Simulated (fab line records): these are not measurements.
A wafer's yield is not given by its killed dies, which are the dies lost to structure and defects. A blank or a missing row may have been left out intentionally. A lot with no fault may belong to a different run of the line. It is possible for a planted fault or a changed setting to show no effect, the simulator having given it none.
Chamber matching + flow n5 finfet + N5_BEOL_M6_DESCUM_16 on rie diel-05: 4 sister chambers
The step chemistry O2, time 7.9 s. 4 wafers are shown with their chamber, then 10 later ones without.

== WAFERS WITH THEIR CHAMBER ==
| wafer  | chamber | drypump motor current A (A) |
|--------|---------|-----------------------------|
| L083.1 | 2       | 5.7                         |
| L084.4 | 1       | 5.6                         |
| L086.1 | 3       | 6.3                         |
| L086.3 | 0       | 4.7                         |

== WAFERS MISSING THEIR CHAMBER ==
| wafer  | drypump motor current A (A) |
|--------|-----------------------------|
| L086.4 | 6.3                         |
| L087.1 | 5.6                         |
| L087.2 | 6.3                         |
| L087.5 | 5.6                         |
| L088.3 | 4.7                         |
| L088.4 | 4.7                         |
| L088.5 | 5.6                         |
| L094.3 | 5.8                         |
| L094.4 | 5.6                         |
| L094.5 | 6.3                         |

== CHAMBER TAKEN BY EACH ==
| wafer  | from the rows above | in truth |
|--------|---------------------|----------|
| L086.4 | 3                   | 3        |
| L087.1 | 1                   | 1        |
| L087.2 | 3                   | 3        |
| L087.5 | 1                   | 1        |
| L088.3 | 0                   | 0        |
| L088.4 | 0                   | 0        |
| L088.5 | 1                   | 1        |
| L094.3 | 2                   | 2        |
| L094.4 | 1                   | 1        |
| L094.5 | 3                   | 3        |
Placed correctly: 10 of 10. Not placeable from these rows: 0. Placed wrongly: 0.
How it was worked out, from the rows above alone: a wafer's distance from a chamber is the root of the sum, over the readings, of the square of ((its reading less the chamber's mean) divided by the reading's scatter). If the next closest chamber is less than 2 further off than the closest, the wafer can't be placed; otherwise it belongs to the closest. The mean given for a chamber averages the wafers shown for that chamber. The scatter: root of mean squared gap, hidden wafer to nearest shown wafer, with one shown wafer a chamber.
